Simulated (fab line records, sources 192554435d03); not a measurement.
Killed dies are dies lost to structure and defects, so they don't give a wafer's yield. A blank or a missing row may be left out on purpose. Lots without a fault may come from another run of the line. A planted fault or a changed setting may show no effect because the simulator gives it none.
fab line records | flow n5_finfet | part 2 of 2: steps 4 to 6 of 6
record lots=20 wafers=60 last_day=17
route steps=1938 shown SD_EPI_N@273 SDB@361 DUMMY_REMOVAL@377 HKMG_FIN@398
lots that met no fault: from a run of the same line without faults
start_h: hours from the record's first day to the start of the lot's first wafer shown | wait_h: hours since the lot's step before | " the same as in the row above | L1.1+2: a row that stands for several wafers | - no value, or no start given | * or withheld: withheld | < > ~ a bound
route shown NAME@n: a module of which the file shows steps, and the number in the route of the first | usual: mean/standard deviation of fault-free wafers | same: alike in all rows | chamber/n: place in a boat | sites: the reading at each site | _std_site: their standard deviation | _edge_site: outer sites' mean less inner sites' | radius_mm: how far each site lies from the wafer's centre | mask NAME#n: copy n | behind: the tool/chamber that last shaped the wafer | hold: why the lot was held/for how many hours/how that ended | device: the transistor (n, p or np) that didn't switch | end of line: the same wafers' tests at the end of the route | a step without rows: its recipe alone | killed: dies lost to structure and defects at the first sort, not the wafer's yield | map: a wafer's dies, x killed, . not, _ none there
set.NAME: the setting as run; set.NAME@STEP: as run at that earlier step | model.NAME: the simulator's own value behind a step, which no gauge read
steps of the route over a sample of lots; a table a step, a row a wafer
services: from which hour (start_h, from the record's first day; less than 0 if before it) a tool's chamber was out of use, for how many hours, and why
## steps
# step N5_DUMMY_REMOVAL_STRIP_10
# recipe chemistry=N2/H2 time_s=40 power_w=100 temp_c=40 pressure_mtorr=100 rf_frequency_hz=6e+07 bias_power_w=3 n2_flow_sccm=300 h2_flow_sccm=300
# usual drypump_motor_current_A=5.7/0.5 n2_flow_sccm=300.0/0.88 oes_product_au=0.79/0.086 rf_vpp_V=45.4/0.85 showerhead_plenum_p_Torr=3.37/0.1 throttle_valve_pct=12.16/0.23
# columns lot.wafer tool chamber start_h wait_h drypump_motor_current_A n2_flow_sccm oes_product_au rf_hours_counter_h rf_vpp_V showerhead_plenum_p_Torr throttle_valve_pct
L074.4 rie_diel-02 1 71.12 0.0 6.1 299.7 0.69 239 45.6 3.32 12.46
L074.5 " 3 " " 5.6 299.1 0.73 - 46.2 3.51 12.32
L074.6 " 2 " " 6.0 300.4 0.70 - 46.4 3.32 12.52
L076.1 rie_diel-02 0 83.64 0.0 5.9 298.1 0.74 187 46.1 3.36 12.27
L076.3 " 2 " " 6.0 301.0 0.70 246 45.8 3.32 12.53
L076.5 " 3 " " 5.6 300.2 0.71 - 45.4 3.51 12.34
L077.1 rie_diel-01 2 91.51 0.0 5.0 300.9 0.85 46 45.3 3.31 11.92
L077.2 " 0 " " 5.7 299.5 0.78 121 45.1 3.53 12.41
L077.5 " 2 " " 5.0 299.9 0.86 - 45.7 3.31 11.93
L078.1 rie_diel-02 0 94.46 0.0 6.0 299.8 0.72 190 45.1 3.35 12.28
L078.3 " 2 " " 6.0 300.0 0.69 250 46.0 3.32 12.56
L078.5 " 0 " " 6.0 299.3 0.73 - 45.3 3.35 12.27
L080.1 rie_diel-06 3 104.68 0.0 5.9 300.7 0.90 23 44.8 3.30 11.81
L080.4 " 0 " " 5.8 300.1 0.66 251 45.7 3.32 12.39
L080.6 " 1 " " 6.6 299.6 0.91 - 44.1 3.57 12.04
L081.3 rie_diel-02 1 112.98 0.0 6.1 300.7 0.69 252 45.6 3.31 12.51
L081.4 " 3 " " 5.6 301.2 0.72 - 45.6 3.50 12.35
L081.5 " 1 " " 6.1 300.6 0.69 - 46.6 3.31 12.49
L082.2 rie_diel-06 1 120.06 0.0 6.7 300.2 0.90 35 45.2 3.57 12.06
L082.3 " 2 " " 5.7 299.8 0.70 201 44.8 3.35 12.13
L082.6 " 2 " " 5.7 298.4 0.71 - 45.9 3.36 12.15
L083.3 rie_diel-01 3 128.16 0.0 4.7 299.6 0.84 74 45.8 3.29 11.96
L083.4 " 0 " " 5.8 298.8 0.76 133 47.5 3.52 12.44
L083.5 " 3 " " 4.7 299.8 0.85 - 44.8 3.29 11.95
L084.4 rie_diel-02 3 130.35 0.0 5.6 299.8 0.71 - 45.5 3.50 12.39
L084.5 " 0 " " 6.0 299.7 0.71 - 44.6 3.35 12.31
L084.6 " 1 " " 6.1 299.0 0.68 - 45.3 3.31 12.51
L085.2 rie_diel-02 3 135.77 0.0 5.6 300.2 0.70 192 45.0 3.50 12.40
L085.4 " 3 " " 5.6 300.1 0.71 - 46.3 3.50 12.40
L085.5 " 3 " " 5.6 299.8 0.71 - 45.1 3.50 12.39
L086.1 rie_diel-01 3 140.32 0.0 4.7 298.5 0.84 79 44.4 3.29 11.96
L086.2 " 2 " " 5.0 302.3 0.84 62 44.8 3.30 11.96
L086.6 " 2 " " 4.9 300.4 0.83 - 45.4 3.30 11.95
L087.1 rie_diel-01 0 148.28 0.0 5.8 300.4 0.75 140 46.5 3.52 12.46
L087.2 " 1 " " 5.8 298.4 0.76 141 46.5 3.25 11.99
L087.3 " 3 " " 4.7 298.0 0.84 82 45.3 3.29 11.96
L088.1 rie_diel-01 2 157.87 0.0 5.0 299.9 0.84 68 45.1 3.30 11.96
L088.4 " 0 " " 5.7 301.3 0.76 143 45.9 3.52 12.47
L088.5 " 2 " " 4.9 298.8 0.84 - 44.9 3.30 11.98
L089.1 rie_diel-01 2 161.92 0.0 4.9 299.9 0.83 68 45.8 3.30 11.98
L089.3 " 0 " " 5.8 300.6 0.76 144 43.6 3.52 12.46
L089.6 " 0 " " 5.8 300.5 0.75 - 43.9 3.52 12.47
L091.1 rie_diel-02 3 173.01 0.0 5.6 300.7 0.69 205 46.5 3.49 12.40
L091.2 " 2 " " 6.0 298.6 0.95 12 45.6 3.31 11.94
L091.6 " 3 " " 5.6 298.9 0.70 - 46.8 3.49 12.42
L092.1 rie_diel-06 3 179.57 0.0 5.9 299.5 0.85 52 44.9 3.29 11.90
L092.2 " 0 " " 5.8 302.0 0.95 13 44.1 3.31 11.78
L092.3 " 1 " " 6.6 298.6 0.87 50 46.2 3.56 12.08
L093.3 rie_diel-06 3 184.47 0.0 5.9 299.6 0.85 54 45.8 3.29 11.89
L093.4 " 0 " " 5.8 298.5 0.94 14 45.2 3.31 11.77
L093.6 " 1 " " 6.6 299.4 0.87 - 45.9 3.56 12.11
L094.1 rie_diel-01 0 192.52 0.0 5.8 301.5 0.75 151 44.7 3.51 12.47
L094.4 " 3 " " 4.7 300.3 0.83 94 44.6 3.28 12.00
L094.6 " 3 " " 4.7 300.7 0.82 - 45.9 3.28 11.99
L097.2 rie_diel-02 2 208.55 0.0 6.0 300.8 0.93 23 45.9 3.30 11.95
L097.3 " 1 " " 6.1 299.6 0.95 12 45.7 3.30 11.87
L097.6 " 3 " " 5.6 300.5 0.69 - 44.1 3.48 12.45
L096.3 rie_diel-02 3 209.41 0.0 5.6 299.6 0.70 216 44.3 3.48 12.44
L096.4 " 0 " " 5.9 299.2 0.71 229 44.1 3.33 12.37
L096.6 " 3 " " 5.6 299.2 0.69 - 44.7 3.48 12.45
# step N5_HKMG_FIN_CD_MEAS_49
# recipe target_cd_nm=202 landing_energy_ev=500 detector=se_inlens polarity=opening
# usual cd_nm=202.1/0.6
# columns lot.wafer tool chamber start_h wait_h cd_nm
L074.4 cd_sem-02 0 72.46 - 202.5
L074.5 " 0 " " 202.2
L074.6 " 0 " " 202.0
L076.1 cd_sem-01 0 85.27 - 202.2
L076.3 " 0 " " 202.2
L076.5 " 0 " " 202.2
L077.1 cd_sem-01 0 93.18 - 201.3
L077.2 " 0 " " 200.5
L077.5 " 0 " " 200.7
L078.1 cd_sem-02 0 95.96 - 203.0
L078.3 " 0 " " 201.5
L078.5 " 0 " " 202.1
L080.1 cd_sem-01 0 106.67 - 201.8
L080.4 " 0 " " 201.7
L080.6 " 0 " " 201.6
L081.3 cd_sem-03 0 114.64 - 201.9
L081.4 " 0 " " 202.9
L081.5 " 0 " " 202.2
L082.2 cd_sem-03 0 121.52 - 202.4
L082.3 " 0 " " 203.0
L082.6 " 0 " " 202.4
L083.3 cd_sem-02 0 129.95 - 202.6
L083.4 " 0 " " 203.2
L083.5 " 0 " " 203.2
L084.4 cd_sem-02 0 131.82 - 202.3
L084.5 " 0 " " 202.3
L084.6 " 0 " " 202.7
L085.2 cd_sem-02 0 137.41 - 201.3
L085.4 " 0 " " 201.8
L085.5 " 0 " " 202.3
L086.1 cd_sem-02 0 141.96 - 201.2
L086.2 " 0 " " 201.0
L086.6 " 0 " " 201.6
L087.1 cd_sem-01 0 149.82 - 202.1
L087.2 " 0 " " 202.5
L087.3 " 0 " " 202.2
L088.1 cd_sem-02 0 159.41 - 201.5
L088.4 " 0 " " 201.6
L088.5 " 0 " " 202.2
L089.1 cd_sem-02 0 163.62 - 202.4
L089.3 " 0 " " 202.2
L089.6 " 0 " " 203.1
L091.1 cd_sem-02 0 174.47 - 202.3
L091.2 " 0 " " 201.7
L091.6 " 0 " " 203.1
L092.1 cd_sem-03 0 181.16 - 201.4
L092.2 " 0 " " 201.6
L092.3 " 0 " " 202.0
L093.3 cd_sem-01 0 185.81 - 202.0
L093.4 " 0 " " 202.7
L093.6 " 0 " " 202.9
L094.1 cd_sem-02 0 193.98 - 202.1
L094.4 " 0 " " 202.3
L094.6 " 0 " " 201.9
L097.2 cd_sem-01 0 209.89 - 202.3
L097.3 " 0 " " 201.6
L097.6 " 0 " " 202.4
L096.3 cd_sem-01 0 210.87 - 201.2
L096.4 " 0 " " 202.0
L096.6 " 0 " " 201.7
# step N5_HKMG_FIN_ETCH_35
# recipe chemistry=N2/H2 target=SOC target_depth_a=2158 ion_energy_ev=65 bias_w=5 source_w=3000 time_s=243.4 pressure_mtorr=30 n2_flow_sccm=200 h2_flow_sccm=200
# usual drypump_motor_current_A=5.9/0.35 n2_flow_sccm=200.1/0.57 oes_product_au=0.78/0.083 rf_vpp_V=141.9/1 showerhead_plenum_p_Torr=2.58/0.07 throttle_valve_pct=17.91/0.29
# columns lot.wafer tool chamber start_h wait_h drypump_motor_current_A n2_flow_sccm oes_product_au rf_hours_counter_h rf_vpp_V showerhead_plenum_p_Torr throttle_valve_pct
L074.4 rie_diel-05 1 76.13 0.0 5.5 200.3 0.74 151 141.7 2.66 17.96
L074.5 " 3 " " 5.8 199.3 0.92 - 140.8 2.48 17.57
L074.6 " 2 " " 5.5 200.4 0.93 - 142.2 2.59 17.64
L076.1 rie_diel-03 0 89.60 0.0 5.7 199.7 0.70 208 141.7 2.62 18.10
L076.3 " 2 " " 5.8 200.5 0.94 18 141.5 2.70 17.42
L076.5 " 1 " " 5.4 200.5 0.78 - 140.6 2.44 17.44
L077.1 rie_diel-05 1 97.44 0.0 5.5 200.1 0.73 158 143.0 2.66 17.94
L077.2 " 0 " " 5.6 199.7 0.92 11 143.9 2.70 17.38
L077.5 " 1 " " 5.5 200.0 0.73 - 141.0 2.66 17.96
L078.1 rie_diel-04 3 99.85 0.0 6.2 200.8 0.78 148 141.7 2.55 18.06
L078.3 " 1 " " 6.5 200.1 0.70 216 141.7 2.62 18.04
L078.5 " 0 " " 6.3 200.1 0.73 - 142.7 2.63 17.92
L080.1 rie_diel-05 1 110.88 0.0 5.5 200.6 0.73 164 140.9 2.65 17.97
L080.4 " 2 " " 5.5 199.7 0.89 29 142.0 2.58 17.66
L080.6 " 2 " " 5.5 199.5 0.89 - 141.7 2.59 17.67
L081.3 rie_diel-04 0 119.25 0.0 6.3 200.1 0.72 206 140.9 2.63 17.94
L081.4 " 1 " " 6.4 201.0 0.69 - 143.5 2.62 18.05
L081.5 " 3 " " 6.3 199.8 0.77 - 141.1 2.54 18.09
L082.2 rie_diel-03 2 125.56 0.0 5.8 200.5 0.91 30 142.8 2.70 17.44
L082.3 " 0 " " 5.7 200.3 0.68 214 142.5 2.62 18.10
L082.6 " 0 " " 5.7 200.1 0.68 - 141.0 2.62 18.10
L083.3 rie_diel-05 1 133.72 0.0 5.5 199.6 0.72 170 142.8 2.65 17.99
L083.4 " 0 " " 5.6 199.7 0.89 23 141.8 2.70 17.41
L083.5 " 2 " " 5.5 200.8 0.88 - 143.5 2.58 17.68
L084.4 rie_diel-04 2 135.61 0.0 6.1 199.2 0.76 147 143.7 2.55 18.34
L084.5 " 1 " " 6.5 199.6 0.69 - 141.2 2.62 18.07
L084.6 " 0 " " 6.3 200.8 0.73 - 142.3 2.63 17.97
L085.2 rie_diel-04 2 141.17 0.0 6.1 200.6 0.77 149 142.2 2.55 18.34
L085.4 " 0 " " 6.3 198.5 0.72 215 142.0 2.63 17.95
L085.5 " 1 " " 6.5 200.3 0.69 - 143.5 2.62 18.07
L086.1 rie_diel-03 1 145.93 0.0 5.5 200.2 0.75 155 140.2 2.44 17.48
L086.2 " 3 " " 5.5 200.0 0.73 169 142.2 2.53 18.12
L086.6 " 1 " " 5.4 200.0 0.76 - 140.6 2.44 17.48
L087.1 rie_diel-05 2 153.71 0.0 5.5 198.8 0.87 43 140.9 2.58 17.69
L087.2 " 3 " " 5.8 200.0 0.86 44 140.3 2.47 17.62
L087.3 " 1 " " 5.5 199.8 0.71 177 143.4 2.65 17.99
L088.1 rie_diel-04 0 163.33 0.0 6.3 200.6 0.71 221 142.7 2.62 17.98
L088.4 " 1 " " 6.5 199.1 0.68 239 143.6 2.61 18.07
L088.5 " 3 " " 6.3 199.4 0.75 - 140.9 2.54 18.11
L089.1 rie_diel-05 0 167.48 0.0 5.6 200.2 0.88 34 142.7 2.69 17.42
L089.3 " 1 " " 5.5 200.1 0.71 181 142.3 2.65 17.99
L089.6 " 0 " " 5.6 201.4 0.87 - 142.6 2.69 17.44
L091.1 rie_diel-04 3 178.25 0.0 6.3 199.9 0.75 177 141.5 2.53 18.13
L091.2 " 1 " " 6.5 200.3 0.68 244 142.4 2.61 18.11
L091.6 " 3 " " 6.3 200.6 0.76 - 141.7 2.53 18.12
L092.1 rie_diel-05 0 184.91 0.0 5.7 199.7 0.86 40 142.4 2.69 17.43
L092.2 " 2 " " 5.5 200.5 0.85 53 141.9 2.57 17.71
L092.3 " 3 " " 5.8 199.6 0.85 54 141.6 2.46 17.63
L093.3 rie_diel-04 3 190.08 0.0 6.3 199.2 0.75 181 141.3 2.53 18.11
L093.4 " 0 " " 6.3 199.5 0.70 231 141.7 2.62 17.98
L093.6 " 3 " " 6.3 199.8 0.75 - 141.9 2.53 18.12
L094.1 rie_diel-04 3 197.86 0.0 6.3 200.2 0.75 183 139.5 2.53 18.12
L094.4 " 2 " " 6.0 199.5 0.74 168 141.2 2.54 18.36
L094.6 " 3 " " 6.3 200.1 0.75 - 141.5 2.53 18.12
L097.2 rie_diel-04 2 213.85 0.0 6.1 200.7 0.73 176 139.5 2.54 18.39
L097.3 " 3 " " 6.2 200.5 0.75 191 141.3 2.53 18.13
L097.6 " 0 " " 6.2 200.2 0.70 - 140.4 2.62 18.01
L096.3 rie_diel-04 2 215.51 0.0 6.1 199.0 0.74 177 142.0 2.54 18.40
L096.4 " 1 " " 6.5 199.6 1.02 0 140.6 2.61 17.70
L096.6 " 1 " " 6.5 199.8 1.02 - 142.6 2.61 17.70
## services
# columns tool chamber start_h hours kind
rie_diel-05 2 27.22 - clean
rie_diel-05 2 27.22 - consumable_replace:focus_ring
rie_diel-05 2 27.22 13.3 scheduled_down
rie_diel-05 2 27.22 13.3 vent_cycle
rie_diel-01 - 40.32 0.4 repair
rie_diel-05 0 40.64 - clean
rie_diel-05 0 40.64 - consumable_replace:focus_ring
rie_diel-05 0 40.64 - consumable_replace:showerhead
rie_diel-05 0 40.64 23.2 scheduled_down
rie_diel-05 0 40.64 23.2 vent_cycle
rie_diel-05 3 55.27 10.0 repair
rie_diel-04 2 65.79 6.7 repair
rie_diel-01 3 89.53 8.7 repair
rie_diel-03 3 95.34 22.6 repair
rie_diel-01 3 103.31 18.9 repair
rie_diel-03 0 103.91 18.7 repair
rie_diel-02 2 105.26 7.6 repair
rie_diel-03 - 112.50 2.8 repair
rie_diel-06 0 115.84 5.3 repair
rie_diel-04 2 116.92 6.0 repair
rie_diel-06 1 128.14 16.7 repair
rie_diel-02 2 132.32 6.3 repair
rie_diel-06 2 142.69 23.3 repair
rie_diel-02 - 215.56 14.6 pm
